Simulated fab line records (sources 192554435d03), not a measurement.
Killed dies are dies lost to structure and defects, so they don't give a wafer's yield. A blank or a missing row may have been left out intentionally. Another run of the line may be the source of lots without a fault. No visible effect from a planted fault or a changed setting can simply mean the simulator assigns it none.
Lot-split experiment || flow n5 finfet || 39 wafers read from 7 lots, route of 1938 steps

== THE SPLIT ITSELF ==
At N5_FIN_SAQP_SPACER2_ALD_28 (deposits SiO2, target thk 8.1 nm, pulse time 1 s, purge time 2 s), the setting temp c was moved away from the recipe's 300 C on 15 of the 39 wafers read, by -3.8% to +2.2%. All remaining wafers had this setting at the recipe value.

== FROM THE SPLIT TO THE READING: what the file shows between them, 3 steps ==
- N5_FIN_SAQP_SPACER2_ETCHBACK_29: etches SiO2 in CHF3/O2, target depth 12.2 nm, time 6.1 s
- N5_FIN_SAQP_MANDREL2_REMOVE_60: chemistry HBr/Cl2/O2, target a-Si, stops on SiNx, bt time 10 s
- N5_FIN_SAQP_HM_OPEN_33: chemistry CH3F/O2, target SiNx, target depth 49.4 nm, time 70.6 s

== THE READING ==
FIN_SAQP.cd nm (the simulator's own value, which no gauge read), in nm, at N5_FIN_SAQP_ETCH_34 (etches SiO2 in C4F6/O2, target depth 45 nm, time 15 s). The file gives no usual value for it. Here, 24 wafers ran the recipe; their average is 8.1 nm with a standard deviation of 0.1 nm.

{"wafer": "L075.1", "tool, chamber at the split": "ald sin-04, 2,1,1", "temp c as run, C": 300, "against the recipe": "recipe", "FIN_SAQP.cd nm, nm": 8.2, "against lot-mates on the recipe": "-"}
{"wafer": "L075.2", "tool, chamber at the split": "ald sin-04, 2,1,1", "temp c as run, C": 300, "against the recipe": "recipe", "FIN_SAQP.cd nm, nm": 8.2, "against lot-mates on the recipe": "-"}
{"wafer": "L075.6", "tool, chamber at the split": "ald sin-04, 2,1,1", "temp c as run, C": 300, "against the recipe": "recipe", "FIN_SAQP.cd nm, nm": 8.2, "against lot-mates on the recipe": "-"}
{"wafer": "L075.3", "tool, chamber at the split": "ald sin-04, 0,3,0", "temp c as run, C": 306.5, "against the recipe": "+2.2%", "FIN_SAQP.cd nm, nm": 8, "against lot-mates on the recipe": -0.2}
{"wafer": "L075.4", "tool, chamber at the split": "ald sin-04, 0,3,0", "temp c as run, C": 306.5, "against the recipe": "+2.2%", "FIN_SAQP.cd nm, nm": 8, "against lot-mates on the recipe": -0.2}
{"wafer": "L075.5", "tool, chamber at the split": "ald sin-04, 0,3,0", "temp c as run, C": 306.5, "against the recipe": "+2.2%", "FIN_SAQP.cd nm, nm": 8, "against lot-mates on the recipe": -0.2}
{"wafer": "L078.1", "tool, chamber at the split": "ald sin-01, 2,1,0,0", "temp c as run, C": 300, "against the recipe": "recipe", "FIN_SAQP.cd nm, nm": 8.2, "against lot-mates on the recipe": "-"}
{"wafer": "L078.2", "tool, chamber at the split": "ald sin-01, 2,1,0,0", "temp c as run, C": 300, "against the recipe": "recipe", "FIN_SAQP.cd nm, nm": 8.2, "against lot-mates on the recipe": "-"}
{"wafer": "L078.3", "tool, chamber at the split": "ald sin-01, 3", "temp c as run, C": 300, "against the recipe": "recipe", "FIN_SAQP.cd nm, nm": 8.2, "against lot-mates on the recipe": "-"}
{"wafer": "L078.5", "tool, chamber at the split": "ald sin-01, 3", "temp c as run, C": 300, "against the recipe": "recipe", "FIN_SAQP.cd nm, nm": 8.2, "against lot-mates on the recipe": "-"}
{"wafer": "L078.4", "tool, chamber at the split": "ald sin-01, 2,1,0,0", "temp c as run, C": 300, "against the recipe": "recipe", "FIN_SAQP.cd nm, nm": 8, "against lot-mates on the recipe": "-"}
{"wafer": "L078.6", "tool, chamber at the split": "ald sin-01, 2,1,0,0", "temp c as run, C": 300, "against the recipe": "recipe", "FIN_SAQP.cd nm, nm": 8, "against lot-mates on the recipe": "-"}
{"wafer": "L080.1", "tool, chamber at the split": "ald sin-03, 1,0", "temp c as run, C": 293.2, "against the recipe": "-2.3%", "FIN_SAQP.cd nm, nm": 8.6, "against lot-mates on the recipe": "+0.4"}
{"wafer": "L080.2", "tool, chamber at the split": "ald sin-03, 2", "temp c as run, C": 300, "against the recipe": "recipe", "FIN_SAQP.cd nm, nm": 8.2, "against lot-mates on the recipe": "-"}
{"wafer": "L080.3", "tool, chamber at the split": "ald sin-03, 3", "temp c as run, C": 300, "against the recipe": "recipe", "FIN_SAQP.cd nm, nm": 8.2, "against lot-mates on the recipe": "-"}
{"wafer": "L080.5", "tool, chamber at the split": "ald sin-03, 2", "temp c as run, C": 300, "against the recipe": "recipe", "FIN_SAQP.cd nm, nm": 8.2, "against lot-mates on the recipe": "-"}
{"wafer": "L080.4", "tool, chamber at the split": "ald sin-03, 1,0", "temp c as run, C": 293.2, "against the recipe": "-2.3%", "FIN_SAQP.cd nm, nm": 8.4, "against lot-mates on the recipe": "+0.2"}
{"wafer": "L080.6", "tool, chamber at the split": "ald sin-03, 1", "temp c as run, C": 293.2, "against the recipe": "-2.3%", "FIN_SAQP.cd nm, nm": 8.4, "against lot-mates on the recipe": "+0.2"}
{"wafer": "L082.1", "tool, chamber at the split": "ald sin-03, 3,1", "temp c as run, C": 288.5, "against the recipe": "-3.8%", "FIN_SAQP.cd nm, nm": 8.6, "against lot-mates on the recipe": "+0.5"}
{"wafer": "L082.4", "tool, chamber at the split": "ald sin-03, 1", "temp c as run, C": 288.5, "against the recipe": "-3.8%", "FIN_SAQP.cd nm, nm": 8.6, "against lot-mates on the recipe": "+0.5"}
{"wafer": "L082.6", "tool, chamber at the split": "ald sin-03, 3,1", "temp c as run, C": 288.5, "against the recipe": "-3.8%", "FIN_SAQP.cd nm, nm": 8.6, "against lot-mates on the recipe": "+0.5"}
{"wafer": "L082.2", "tool, chamber at the split": "ald sin-03, 2,0", "temp c as run, C": 300, "against the recipe": "recipe", "FIN_SAQP.cd nm, nm": 8.2, "against lot-mates on the recipe": "-"}
{"wafer": "L082.3", "tool, chamber at the split": "ald sin-03, 0", "temp c as run, C": 300, "against the recipe": "recipe", "FIN_SAQP.cd nm, nm": 8.2, "against lot-mates on the recipe": "-"}
{"wafer": "L082.5", "tool, chamber at the split": "ald sin-03, 2,0", "temp c as run, C": 300, "against the recipe": "recipe", "FIN_SAQP.cd nm, nm": 8, "against lot-mates on the recipe": "-"}
{"wafer": "L084.1", "tool, chamber at the split": "ald sin-01, 0,1", "temp c as run, C": 300, "against the recipe": "recipe", "FIN_SAQP.cd nm, nm": 8, "against lot-mates on the recipe": "-"}
{"wafer": "L084.3", "tool, chamber at the split": "ald sin-01, 1", "temp c as run, C": 300, "against the recipe": "recipe", "FIN_SAQP.cd nm, nm": 8, "against lot-mates on the recipe": "-"}
{"wafer": "L084.5", "tool, chamber at the split": "ald sin-01, 0,1", "temp c as run, C": 300, "against the recipe": "recipe", "FIN_SAQP.cd nm, nm": 8, "against lot-mates on the recipe": "-"}
{"wafer": "L084.2", "tool, chamber at the split": "ald sin-01, 2,3,2", "temp c as run, C": 290.8, "against the recipe": "-3.1%", "FIN_SAQP.cd nm, nm": 8.6, "against lot-mates on the recipe": "+0.6"}
{"wafer": "L084.4", "tool, chamber at the split": "ald sin-01, 2,3,2", "temp c as run, C": 290.8, "against the recipe": "-3.1%", "FIN_SAQP.cd nm, nm": 8.4, "against lot-mates on the recipe": "+0.4"}
{"wafer": "L084.6", "tool, chamber at the split": "ald sin-01, 2,3,2", "temp c as run, C": 290.8, "against the recipe": "-3.1%", "FIN_SAQP.cd nm, nm": 8.4, "against lot-mates on the recipe": "+0.4"}
{"wafer": "L095.1", "tool, chamber at the split": "ald sin-01, 0,2", "temp c as run, C": 294.2, "against the recipe": "-1.9%", "FIN_SAQP.cd nm, nm": 8.2, "against lot-mates on the recipe": "+0.2"}
{"wafer": "L095.3", "tool, chamber at the split": "ald sin-01, 0,2", "temp c as run, C": 294.2, "against the recipe": "-1.9%", "FIN_SAQP.cd nm, nm": 8.2, "against lot-mates on the recipe": "+0.2"}
{"wafer": "L095.2", "tool, chamber at the split": "ald sin-01, 1,1,2", "temp c as run, C": 300, "against the recipe": "recipe", "FIN_SAQP.cd nm, nm": 8, "against lot-mates on the recipe": "-"}
{"wafer": "L095.5", "tool, chamber at the split": "ald sin-01, 1,1,2", "temp c as run, C": 300, "against the recipe": "recipe", "FIN_SAQP.cd nm, nm": 8, "against lot-mates on the recipe": "-"}
{"wafer": "L095.6", "tool, chamber at the split": "ald sin-01, 1,1,2", "temp c as run, C": 300, "against the recipe": "recipe", "FIN_SAQP.cd nm, nm": 8, "against lot-mates on the recipe": "-"}
{"wafer": "L095.4", "tool, chamber at the split": "ald sin-01, 3", "temp c as run, C": 294.2, "against the recipe": "-1.9%", "FIN_SAQP.cd nm, nm": 8.4, "against lot-mates on the recipe": "+0.4"}
{"wafer": "L097.4", "tool, chamber at the split": "ald sin-04, 2,0,3", "temp c as run, C": 300, "against the recipe": "recipe", "FIN_SAQP.cd nm, nm": 8, "against lot-mates on the recipe": "-"}
{"wafer": "L097.5", "tool, chamber at the split": "ald sin-04, 2,0,3", "temp c as run, C": 300, "against the recipe": "recipe", "FIN_SAQP.cd nm, nm": 8, "against lot-mates on the recipe": "-"}
{"wafer": "L097.6", "tool, chamber at the split": "ald sin-04, 2,0,3", "temp c as run, C": 300, "against the recipe": "recipe", "FIN_SAQP.cd nm, nm": 8, "against lot-mates on the recipe": "-"}
Where a row lists several chambers, the file gives one row for several wafers and doesn't say which wafer went through which chamber.

FIT RESULTS
A straight line over all 39 wafers: FIN_SAQP.cd nm changes by -0.112 nm for each +1% of temp c; r = -0.86; the points scatter about the line by 0.11 nm.
The same after taking each lot's own level away (the mean of its wafers on the recipe; 39 wafers): -0.124 nm for each +1%; r = -0.94; scatter 0.072 nm.
The reading moves by 0.47 nm for the largest change in temp c, on that fit.
The lots' own levels span 8.00 to 8.20 nm, that is 2.0 times the standard deviation above.
So the lot-to-lot level changes the slope little: the two slopes agree.
Check: with one of the wafers moved furthest among these (-3.8%) left out of the fit, the line predicts +0.49 nm for it against its lot-mates. It came out at +0.467 nm against them.

== THE WHOLE CHAIN: every reading that the file lists as answering this split, in the file's order ==
{"step": "N5_FIN_SAQP_SPACER2_ALD_28", "what it does": "deposits SiO2, target thk 8.1 nm, pulse time 1 s, purge time 2 s", "reading": "SiO2_of_FIN_SAQP_SPACER2_ALD_28.thk nm (the simulator's own value, which no gauge read)", "change (the file's fit)": "-0.104 nm for each +1% of the setting", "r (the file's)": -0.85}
{"step": "N5_FIN_SAQP_ETCH_34", "what it does": "etches SiO2 in C4F6/O2, target depth 45 nm, time 15 s", "reading": "FIN_SAQP.cd nm (the simulator's own value, which no gauge read)", "change (the file's fit)": "-0.127 nm for each +1% of the setting", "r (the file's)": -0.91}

== FILE'S OWN FIT ==
FIN_SAQP.cd nm changes by -0.127 nm for each +1% of temp c, r = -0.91.
